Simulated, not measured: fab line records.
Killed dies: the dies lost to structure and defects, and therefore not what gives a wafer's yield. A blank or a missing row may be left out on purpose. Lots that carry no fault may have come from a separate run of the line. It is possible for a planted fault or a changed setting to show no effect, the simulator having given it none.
Matching of chambers / flow nand_harc / NHARC_A_STAIRCASE_ETCHBACK_422 on rie_diel-01: 4 sister chambers
The step etches the open film in CH3F/O2, target depth 40 nm, time 74.286 s. 18 wafers are shown with their chamber, then 9 later ones without.

EACH WAFER AND ITS CHAMBER
wafer=L074.1; chamber=0; showerhead_plenum_p_Torr (Torr)=2.56; drypump_motor_current_A (A)=5.8; rf_vpp_V (V)=244.5
wafer=L074.4; chamber=3; showerhead_plenum_p_Torr (Torr)=2.56; drypump_motor_current_A (A)=5.2; rf_vpp_V (V)=245.7
wafer=L074.5; chamber=0; showerhead_plenum_p_Torr (Torr)=2.56; drypump_motor_current_A (A)=5.8; rf_vpp_V (V)=245.5
wafer=L081.1; chamber=2; showerhead_plenum_p_Torr (Torr)=2.49; drypump_motor_current_A (A)=4.9; rf_vpp_V (V)=244.6
wafer=L081.4; chamber=3; showerhead_plenum_p_Torr (Torr)=2.56; drypump_motor_current_A (A)=5.2; rf_vpp_V (V)=247.3
wafer=L081.6; chamber=2; showerhead_plenum_p_Torr (Torr)=2.49; drypump_motor_current_A (A)=4.8; rf_vpp_V (V)=243.2
wafer=L084.1; chamber=3; showerhead_plenum_p_Torr (Torr)=2.56; drypump_motor_current_A (A)=5.2; rf_vpp_V (V)=244.6
wafer=L084.4; chamber=1; showerhead_plenum_p_Torr (Torr)=2.31; drypump_motor_current_A (A)=5.5; rf_vpp_V (V)=242.1
wafer=L084.6; chamber=3; showerhead_plenum_p_Torr (Torr)=2.56; drypump_motor_current_A (A)=5.2; rf_vpp_V (V)=244.3
wafer=L086.1; chamber=2; showerhead_plenum_p_Torr (Torr)=2.48; drypump_motor_current_A (A)=4.8; rf_vpp_V (V)=244.1
wafer=L086.2; chamber=3; showerhead_plenum_p_Torr (Torr)=2.56; drypump_motor_current_A (A)=5.1; rf_vpp_V (V)=246.0
wafer=L086.4; chamber=0; showerhead_plenum_p_Torr (Torr)=2.55; drypump_motor_current_A (A)=5.8; rf_vpp_V (V)=246.1
wafer=L091.2; chamber=3; showerhead_plenum_p_Torr (Torr)=2.55; drypump_motor_current_A (A)=5.2; rf_vpp_V (V)=245.8
wafer=L091.4; chamber=0; showerhead_plenum_p_Torr (Torr)=2.54; drypump_motor_current_A (A)=5.8; rf_vpp_V (V)=245.9
wafer=L091.6; chamber=0; showerhead_plenum_p_Torr (Torr)=2.54; drypump_motor_current_A (A)=5.8; rf_vpp_V (V)=247.0
wafer=L093.2; chamber=1; showerhead_plenum_p_Torr (Torr)=2.31; drypump_motor_current_A (A)=5.5; rf_vpp_V (V)=243.7
wafer=L093.3; chamber=0; showerhead_plenum_p_Torr (Torr)=2.54; drypump_motor_current_A (A)=5.8; rf_vpp_V (V)=245.3
wafer=L093.4; chamber=2; showerhead_plenum_p_Torr (Torr)=2.48; drypump_motor_current_A (A)=4.8; rf_vpp_V (V)=245.2

SIGNATURES, as means of the wafers listed above
reading=showerhead_plenum_p_Torr; chamber 0=2.5483; chamber 1=2.3100; chamber 2=2.4850; chamber 3=2.5583; scatter within a chamber=0.0069
reading=drypump_motor_current_A; chamber 0=5.800; chamber 1=5.500; chamber 2=4.825; chamber 3=5.183; scatter within a chamber=0.0336
reading=rf_vpp_V; chamber 0=245.717; chamber 1=242.900; chamber 2=244.275; chamber 3=245.617; scatter within a chamber=0.954
Rule: a wafer lies at a distance from a chamber equal to the root of the sum of squares, over the readings, of (its reading less the chamber's mean, divided by the reading's scatter). The wafer belongs to the nearest chamber; if the next one is less than 2 further off, it can't be placed. The scatter: take each reading less its chamber's mean, square it, sum over the shown wafers, divide by the number of wafers less the number of chambers, and take the root.

WAFERS MISSING THEIR CHAMBER
wafer=L094.4; showerhead_plenum_p_Torr (Torr)=2.55; drypump_motor_current_A (A)=5.1; rf_vpp_V (V)=244.1
wafer=L094.5; showerhead_plenum_p_Torr (Torr)=2.31; drypump_motor_current_A (A)=5.5; rf_vpp_V (V)=242.9
wafer=L094.6; showerhead_plenum_p_Torr (Torr)=2.54; drypump_motor_current_A (A)=5.8; rf_vpp_V (V)=245.3
wafer=L095.2; showerhead_plenum_p_Torr (Torr)=2.31; drypump_motor_current_A (A)=5.5; rf_vpp_V (V)=242.8
wafer=L095.5; showerhead_plenum_p_Torr (Torr)=2.48; drypump_motor_current_A (A)=4.8; rf_vpp_V (V)=245.4
wafer=L095.6; showerhead_plenum_p_Torr (Torr)=2.31; drypump_motor_current_A (A)=5.5; rf_vpp_V (V)=243.1
wafer=L097.3; showerhead_plenum_p_Torr (Torr)=2.30; drypump_motor_current_A (A)=5.5; rf_vpp_V (V)=242.5
wafer=L097.4; showerhead_plenum_p_Torr (Torr)=2.54; drypump_motor_current_A (A)=5.8; rf_vpp_V (V)=245.9
wafer=L097.6; showerhead_plenum_p_Torr (Torr)=2.54; drypump_motor_current_A (A)=5.8; rf_vpp_V (V)=245.9

CHAMBER TAKEN BY EACH
wafer=L094.4; from the rows above=3; in truth=3
wafer=L094.5; from the rows above=1; in truth=1
wafer=L094.6; from the rows above=0; in truth=0
wafer=L095.2; from the rows above=1; in truth=1
wafer=L095.5; from the rows above=2; in truth=2
wafer=L095.6; from the rows above=1; in truth=1
wafer=L097.3; from the rows above=1; in truth=1
wafer=L097.4; from the rows above=0; in truth=0
wafer=L097.6; from the rows above=0; in truth=0
9 of 9 placed correctly. Can't be placed from these rows: 0. 0 placed wrongly.
